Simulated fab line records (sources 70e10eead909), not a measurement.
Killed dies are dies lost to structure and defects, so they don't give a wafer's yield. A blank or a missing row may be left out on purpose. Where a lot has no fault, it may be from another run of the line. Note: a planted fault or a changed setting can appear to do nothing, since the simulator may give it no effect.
Matching of chambers | flow nandHarc | rieDiel-08 running NHARC_A_STAIRCASE_ETCH_23: 4 sister chambers
The step etches the open film in C4F8/O2, target depth 100 nm, time 40.5 s. 14 wafers are shown with their chamber, then 7 later ones without.

== WAFERS, EACH WITH ITS CHAMBER ==
wafer  | chamber | rfFwdPowerW (W) | oesProductAu (a.u.) | rfVppV (V)
L922.4 | 2       | 587             | 0.934               | 898
L922.5 | 0       | 589             | 0.936               | 895
L922.6 | 1       | 594             | 0.948               | 886
L924.1 | 1       | 594             | 0.946               | 887
L924.4 | 0       | 592             | 0.947               | 894
L924.5 | 1       | 596             | 0.942               | 886
L927.1 | 3       | 592             | 0.929               | 896
L927.2 | 0       | 588             | 0.926               | 896
L927.3 | 1       | 595             | 0.938               | 906
L929.1 | 2       | 589             | 0.948               | 898
L929.5 | 2       | 587             | 0.942               | 898
L929.6 | 1       | 594             | 0.943               | 905
L931.2 | 2       | 586             | 0.968               | 898
L931.3 | 0       | 589             | 0.955               | 896

SIGNATURES (averages over the wafers above)
reading      | chamber 0 | chamber 1 | chamber 2 | chamber 3 | scatter within a chamber
rfFwdPowerW  | 589.50    | 594.60    | 587.25    | 592.00    | 1.3
oesProductAu | 0.94100   | 0.94340   | 0.94800   | 0.92900   | 0.0108
rfVppV       | 895.25    | 894.00    | 898.00    | 896.00    | 6.67
Rule: for a wafer and a chamber, the distance is found by dividing, reading by reading, the gap between the wafer's reading and the chamber's mean by the reading's scatter, squaring, summing and taking the root. If the next closest chamber is less than 2 further off than the closest, the wafer can't be placed; otherwise it belongs to the closest. The scatter: take each reading less its chamber's mean, square it, sum over the shown wafers, divide by the number of wafers less the number of chambers, and take the root.

== WAFERS WHOSE CHAMBER IS MISSING ==
wafer  | rfFwdPowerW (W) | oesProductAu (a.u.) | rfVppV (V)
L931.5 | 594             | 0.956               | 906
L938.1 | 590             | 0.951               | 895
L938.2 | 594             | 0.950               | 905
L938.6 | 590             | 0.945               | 896
L945.3 | 594             | 0.949               | 905
L945.4 | 593             | 0.952               | 902
L945.6 | 592             | 0.945               | 895

== WHICH CHAMBER EACH WENT THROUGH ==
wafer  | from the rows above          | in truth
L931.5 | can't be placed: 1 or 3 or 0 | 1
L938.1 | can't be placed: 0 or 2 or 3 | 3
L938.2 | can't be placed: 1 or 3      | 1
L938.6 | can't be placed: 0 or 3 or 2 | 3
L945.3 | can't be placed: 1 or 3      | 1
L945.4 | can't be placed: 1 or 3 or 0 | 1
L945.6 | can't be placed: 3 or 0 or 1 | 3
Correctly placed: 0 of 7. Unplaceable from these rows: 7, with the true chamber sitting among the candidates in 7. 0 placed wrongly.
